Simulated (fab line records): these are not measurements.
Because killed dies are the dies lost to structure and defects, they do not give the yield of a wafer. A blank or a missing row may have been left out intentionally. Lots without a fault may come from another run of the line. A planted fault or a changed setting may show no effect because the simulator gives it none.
The tool behind it: which one? + flow nand_harc + 6 lots with 18 wafers sampled at 2 steps, on a route of 1302 steps

WHAT THE GAUGES READ, wafer by wafer
NHARC_A_SIN_REMOVE_INSPECT_04.
| lot  | measured     | on                | raw_defect_count |
|------|--------------|-------------------|------------------|
| L173 | day 21 10:06 | defect_inspect-01 | 307 371 390      |
| L175 | day 21 22:19 | defect_inspect-01 | 641 550 472      |
| L180 | day 22 20:54 | defect_inspect-01 | 359 554 481      |
| L191 | day 28 06:59 | defect_inspect-01 | 566 454 547      |
| L193 | day 28 11:16 | defect_inspect-02 | 372 324 408      |
| L194 | day 29 15:48 | defect_inspect-02 | 352 286 263      |

EACH LOT AND THE TOOL THAT RAN IT (in order: tool; ch and the chambers of the sampled wafers; start)
| lot  | NHARC_A_SLIT_ETCH_24               |
|------|------------------------------------|
| L173 | rie_diel-06 ch 0,1,2, day 20 18:20 |
| L175 | rie_diel-12 ch 2,3, day 21 05:35   |
| L180 | rie_diel-12 ch 0,1, day 22 04:44   |
| L191 | rie_diel-12 ch 0,1,2, day 27 18:05 |
| L193 | rie_diel-06 ch 1,2,3, day 27 22:21 |
| L194 | rie_diel-05 ch 1,2,3, day 29 02:55 |
- NHARC_A_SLIT_ETCH_24: etches the open film in CF4/CHF3, target depth 121 nm, time 60.5 s.

THE ANSWER, worked out from the rows above alone
Rule: what is usual is taken from the lots themselves. Put in order of their means at a reading, lots are off if they are a third of the lots or fewer, leave a main group of 4 or more, and stand apart from it by a gap of 3 or more times the standard deviation of the main group's means; of several such gaps the widest counts. A main group is skipped when, at the precision printed for the reading in the tables above, its means are all equal. Also off: a lot with no number at a reading for which 4 or more lots have one. Where the step has rows for the other lots, those lots are counted as sound.
None of the lots is off at any reading shown; this tells nothing.

WHAT THE SIMULATOR HAD PUT IN
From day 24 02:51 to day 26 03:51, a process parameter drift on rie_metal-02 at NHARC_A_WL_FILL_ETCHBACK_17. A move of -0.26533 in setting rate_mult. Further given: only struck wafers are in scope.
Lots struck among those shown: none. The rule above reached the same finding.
